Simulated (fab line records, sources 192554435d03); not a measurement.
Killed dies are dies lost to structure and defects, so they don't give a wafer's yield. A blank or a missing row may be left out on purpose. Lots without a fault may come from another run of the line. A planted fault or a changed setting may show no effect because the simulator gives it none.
A struck lot beside a sound one | flow n5_finfet | 16 steps out of a route of 1938
Sound: wafers L672.3, L672.4, L672.5. Struck: wafers L659.2, L659.6. (L659.5 of the same lot was not struck and is left out.) The cause comes at the end.
At each step with rows: each side's tool, then ch and its chambers, then its first start. Under that, the readings that differ: sound wafers | struck wafers | difference of the means | sigmas: that difference in standard deviations of wafers without a fault.
alike: readings whose means differ by less than 2 such deviations, and words and numbers that are the same on both sides. not compared: withheld readings, readings that some wafer has no value for, bounds like >300 that may hide the same value, and numbers for which the record gives no deviation and whose values overlap.
The two part at a step that has a row with sigmas, a row that says differs or no value, or rows on one side only. Numbers that don't overlap but have no deviation are shown without sigmas and don't part them. A reading that every wafer of one side lacks parts them only if that side has two wafers or more.

first, 1 step without rows for these wafers: N5_BEOL_M0_DEGAS_112 (time 60 s).
N5_BEOL_M0_PRE_CLEAN_113: time 30 s.
  sound on pvd_sputter-01, day 10 21:05; struck on pvd_sputter-01, day 7 06:22
  alike: heater_power_w
N5_BEOL_M0_ALD_136: deposits TaN, pulse time 2 s, purge time 3 s, co reactant purge time 2 s.
  sound on ald_metal-02 ch 0,1,3, day 10 21:11; struck on ald_metal-02 ch 3, day 7 06:28
  alike: chamber_pressure_Torr, heater_power_w, mfc_carrier_sccm
then, 2 steps without rows for these wafers: N5_BEOL_M0_SURFACE_TREAT_137; N5_BEOL_M0_CVD_115 (deposits Co from CCTBA/H2, time 120 s).
N5_BEOL_M0_SPUTTER_116: material Cu, target thk 4 nm, time 7.37 s.
  sound on pvd_sputter-03, day 10 22:04; struck on pvd_sputter-02, day 7 08:56
  alike: throttle_valve_pct
then, 1 step without rows for these wafers: N5_BEOL_M0_ANNEAL_117 (time 60 s).
N5_BEOL_M0_SPUTTER_132: material Cu, target thk 4 nm, time 7.37 s.
  sound on pvd_sputter-03, day 10 22:11; struck on pvd_sputter-02, day 7 09:04
  alike: throttle_valve_pct
N5_BEOL_M0_ANNEAL_133: time 60 s.
  sound on pvd_sputter-03, day 10 22:16; struck on pvd_sputter-02, day 7 09:08
  alike: heater_power_w
then, 3 steps without rows for these wafers: N5_BEOL_M0_SPUTTER_134 (material Cu, target thk 4 nm, time 7.37 s); N5_BEOL_M0_ANNEAL_135 (time 60 s); N5_BEOL_M0_SPUTTER_141 (material Cu, target thk 4 nm, time 7.37 s).
N5_BEOL_M0_ECD_118: material Cu, target thk 300 nm.
  sound on ecd_cu-02 ch 0,1, day 10 22:33; struck on ecd_cu-01 ch 1, day 7 09:25
  reading                                 | sound             | struck    | difference | sigmas
  model.Cu_of_BEOL_M0_ECD_118.thk_nm (nm) | 302.2 299.8 299.8 | 390.8 387 | +88.3      |
then, 1 step without rows for these wafers: N5_BEOL_M0_ANNEAL_119 (time 90 s).
N5_BEOL_M0_CMP_120: polishes, stops on SiOC, t overpolish 6.9 s.
  sound on cmp-03 ch 1,2,3, day 10 22:55; struck on cmp-01 ch 2, day 7 09:50
  reading                | sound    | struck | difference | sigmas
  time_to_endpoint_s (s) | 63 73 61 | 87 83  | +19        | +4
  alike: motor_current_A, retaining_ring_pressure_frac
N5_BEOL_M4_RC_MEAS_101:
  sound on prober-02 ch 0, day 13 20:35; struck on prober-01 ch 0, day 9 06:37
  alike: DIBL_N, DIBL_P, IOFF_N, IOFF_P, ION_N, ION_P, SS_N, SS_P, VT_N, VT_P

WHERE THEY PART
Only at N5_BEOL_M0_CMP_120, within this record. Later steps at which nothing parts them and some readings are alike: N5_BEOL_M4_RC_MEAS_101.

WHY: what the simulator had put in
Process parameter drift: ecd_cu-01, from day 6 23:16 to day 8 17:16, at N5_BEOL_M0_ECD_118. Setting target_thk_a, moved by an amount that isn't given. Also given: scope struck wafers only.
